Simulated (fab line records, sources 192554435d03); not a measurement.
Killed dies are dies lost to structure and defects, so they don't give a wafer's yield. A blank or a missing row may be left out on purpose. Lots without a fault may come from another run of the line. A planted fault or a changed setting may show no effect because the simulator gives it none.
Chamber matching | flow n5_finfet | N5_BEOL_M0_ETCH_109 on rie_diel-01: 4 sister chambers
The step etches SiCN in CH3F/O2, target depth 8 nm, overetch 2.4 nm, time 27.4 s. 4 wafers are shown with their chamber, then 7 later ones without.

WAFERS WITH THEIR CHAMBER
wafer  | chamber | showerhead_plenum_p_Torr (Torr)
L080.1 | 2       | 1.92
L083.6 | 3       | 2.01
L091.3 | 1       | 2.05
L091.4 | 0       | 2.03

WAFERS WITHOUT THEIR CHAMBER
wafer  | showerhead_plenum_p_Torr (Torr)
L091.5 | 2.05
L092.1 | 2.00
L092.2 | 2.16
L092.6 | 2.00
L093.1 | 2.00
L093.3 | 2.04
L093.6 | 2.04

WHICH CHAMBER EACH WENT THROUGH
wafer  | from the rows above               | in truth
L091.5 | can't be placed: 1 or 0 or 3      | 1
L092.1 | can't be placed: 3 or 0 or 1 or 2 | 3
L092.2 | can't be placed: 1 or 0 or 3      | 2
L092.6 | can't be placed: 3 or 0 or 1 or 2 | 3
L093.1 | can't be placed: 3 or 0 or 1 or 2 | 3
L093.3 | can't be placed: 1 or 0 or 3      | 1
L093.6 | can't be placed: 1 or 0 or 3      | 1
Placed correctly: 0 of 7. Can't be placed from these rows: 7 (the true chamber is among the candidates in 6). Placed wrongly: 0.
How it was worked out, from the rows above alone: a wafer's distance from a chamber is the root of the sum, over the readings, of the square of ((its reading less the chamber's mean) divided by the reading's scatter). The wafer belongs to the nearest chamber; if the next one is less than 2 further off, it can't be placed. A chamber's mean is the mean of its shown wafers. The scatter: with one shown wafer a chamber, the root of the mean of the squares of how far each hidden wafer lies from its nearest shown one.
